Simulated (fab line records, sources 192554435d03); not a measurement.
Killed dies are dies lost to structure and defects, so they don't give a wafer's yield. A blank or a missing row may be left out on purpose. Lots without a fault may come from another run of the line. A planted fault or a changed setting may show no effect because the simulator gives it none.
Split-lot experiment | flow n5_finfet | 7 lots, 21 wafers read, on a route of 1938 steps

THE SPLIT
At N5_BEOL_M12_ETCH_68 (etches SOC in N2/H2, time 285 s), the setting time_s was moved away from the recipe's 285 s on 7 of the 21 wafers read, by -8.9% to +13.9%. The other wafers ran this setting at the recipe's value.

The reading is taken at the split's own step.

THE READING
SiARC_of_BEOL_M12_COAT_66.thk_nm (the simulator's own value, which no gauge read), in nm, at N5_BEOL_M12_ETCH_68 (etches SOC in N2/H2, time 285 s). The file gives no usual value for it. The 14 wafers here that ran the recipe average 85.9 nm, standard deviation 0.31 nm.

wafer  | tool, chamber at the split | time_s as run, s | against the recipe | SiARC_of_BEOL_M12_COAT_66.thk_nm, nm | against lot-mates on the recipe
L074.2 | rie_diel-03, 3             | 259.6            | -8.9%              | 88.4                                 | +2.4
L074.5 | rie_diel-03, 0             | 285              | recipe             | 85.6                                 | -
L074.6 | rie_diel-03, 3             | 285              | recipe             | 86.4                                 | -
L082.1 | rie_diel-03, 2             | 301.2            | +5.7%              | 83.8                                 | -2.4
L082.3 | rie_diel-03, 1             | 285              | recipe             | 86.2                                 | -
L082.5 | rie_diel-03, 1             | 301.2            | +5.7%              | 84.4                                 | -1.8
L089.2 | rie_diel-05, 0             | 285              | recipe             | 86.2                                 | -
L089.3 | rie_diel-05, 1             | 301.2            | +5.7%              | 84.8                                 | -1.2
L089.5 | rie_diel-05, 0             | 285              | recipe             | 85.8                                 | -
L090.3 | rie_diel-05, 0             | 285              | recipe             | 85.6                                 | -
L090.5 | rie_diel-05, 1             | 285              | recipe             | 86                                   | -
L090.6 | rie_diel-05, 0             | 285              | recipe             | 85.8                                 | -
L093.1 | rie_diel-05, 0             | 263.4            | -7.6%              | 88                                   | +1.9
L093.4 | rie_diel-05, 1             | 285              | recipe             | 86.4                                 | -
L093.6 | rie_diel-05, 0             | 285              | recipe             | 85.8                                 | -
L094.1 | rie_diel-01, 1             | 324.7            | +13.9%             | 82.2                                 | -3.2
L094.3 | rie_diel-01, 3             | 324.7            | +13.9%             | 83.2                                 | -2.2
L094.4 | rie_diel-01, 2             | 285              | recipe             | 85.4                                 | -
L097.1 | rie_diel-01, 3             | 285              | recipe             | 86.2                                 | -
L097.3 | rie_diel-01, 1             | 285              | recipe             | 85.6                                 | -
L097.4 | rie_diel-01, 0             | 285              | recipe             | 86                                   | -

THE FIT
A straight line over all 21 wafers: SiARC_of_BEOL_M12_COAT_66.thk_nm changes by -0.25 nm for each +1% of time_s; r = -0.97; the points scatter about the line by 0.37 nm.
The same after taking each lot's own level away (the mean of its wafers on the recipe; 21 wafers): -0.228 nm for each +1%; r = -0.95; scatter 0.43 nm.
On that fit, the largest move of time_s shifts the reading by 3.2 nm.
The lots' own levels span 85.40 to 86.20 nm, that is 2.6 times the standard deviation above.
So the lot-to-lot level changes the slope little: the two slopes agree.
Check: with one of the wafers moved furthest among these (+13.9%) left out of the fit, the line predicts -3.16 nm for it against its lot-mates. It came out at -3.2 nm against them.

OTHER SPLITS ON THESE WAFERS
These wafers also went through other splits before the reading. Each is held against what the fit with the lots' levels taken away leaves over:
other split on the same wafers | wafers away from the commonest value | r with SiARC_of_BEOL_M12_COAT_66.thk_nm (lot level and that fit taken away)
N5_BEOL_M10_ETCH_41 source_w   | 5                                    | +0.01

THE FILE'S OWN FIT
SiARC_of_BEOL_M12_COAT_66.thk_nm changes by -0.233 nm for each +1% of time_s, r = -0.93.
